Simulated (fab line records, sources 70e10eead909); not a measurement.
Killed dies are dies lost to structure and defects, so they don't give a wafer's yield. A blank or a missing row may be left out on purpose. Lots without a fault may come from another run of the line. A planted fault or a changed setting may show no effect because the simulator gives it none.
Which tool did it? | flow nand_harc | 6 lots, 18 wafers sampled, at 3 steps of a route of 1302

WHAT THE GAUGES READ, wafer by wafer
NHARC_P_M2_CD_MEAS_09: target cd 170 nm.
lot  | measured     | on        | cd_nm (nm)
L956 | day 7 00:02  | cd_sem-03 | 170.0 169.6 170.3
L964 | day 10 03:43 | cd_sem-02 | 170.2 170.8 170.3
L966 | day 11 03:41 | cd_sem-01 | 154.7 170.3 169.6
L972 | day 13 18:00 | cd_sem-03 | 169.4 169.5 169.3
L974 | day 14 11:18 | cd_sem-02 | 170.0 168.8 170.2
L977 | day 15 12:46 | cd_sem-01 | 169.3 171.0 169.4

WHICH TOOL RAN EACH LOT (tool, then ch and the chambers of the sampled wafers, then the start)
lot  | NHARC_P_M1_ETCH_15                            | NHARC_P_M2_PEB_07
L956 | rie_diel-11 ch 0,1,3, day 6 23:57 or earlier  | litho_track-01 ch 0, day 6 23:57
L964 | rie_diel-11 ch 0,1,2, day 10 03:38 or earlier | litho_track-04 ch 0, day 10 03:38
L966 | rie_diel-02 ch 0,1,3, day 11 03:37 or earlier | litho_track-04 ch 0, day 11 03:37
L972 | rie_diel-11 ch 2,3, day 13 17:55 or earlier   | litho_track-01 ch 0, day 13 17:55
L974 | rie_diel-02 ch 0,2,3, day 14 11:13 or earlier | litho_track-06 ch 0, day 14 11:13
L977 | rie_diel-11 ch 2,3, day 15 12:41 or earlier   | litho_track-01 ch 0, day 15 12:41
- NHARC_P_M1_ETCH_15: etches the open film in C4F8/Ar, target depth 182.5 nm, time 91.2 s.
- NHARC_P_M2_PEB_07: peb time 65 s.

THE ANSWER, worked out from the rows above alone
Rule: what is usual is taken from the lots themselves. Put in order of their means at a reading, lots are off if they are a third of the lots or fewer, leave a main group of 4 or more, and stand apart from it by a gap of 3 or more times the standard deviation of the main group's means; of several such gaps the widest counts. A main group whose means are all the same, to the digits that the tables above print for the reading, isn't used. A lot without any number at a reading at which 4 lots or more have one is off too. The other lots that the step has rows for count as sound.
Off: L966, at NHARC_P_M2_CD_MEAS_09 (cd_nm). The main group: mean 169.9 nm, standard deviation 0.34.
A tool fits if, at a process step before that reading, it ran every lot that is off, and no sound lot after the first of them. The gauges at NHARC_P_M2_CD_MEAS_09 are tried like those tools. NHARC_P_M1_ETCH_15 gives no start for some lots, so the hours and the order of its lots are those of NHARC_P_M2_PEB_07. One fits: litho_track-04 at NHARC_P_M2_PEB_07. Its last sound lot is L964 (day 10 03:38), its first lot that is off L966 (day 11 03:37): a fault that began between those two fits.

WHAT THE SIMULATOR HAD PUT IN
Process parameter drift: litho_track-04, from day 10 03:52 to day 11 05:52, at NHARC_P_M2_PEB_07. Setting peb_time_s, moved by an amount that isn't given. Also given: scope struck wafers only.
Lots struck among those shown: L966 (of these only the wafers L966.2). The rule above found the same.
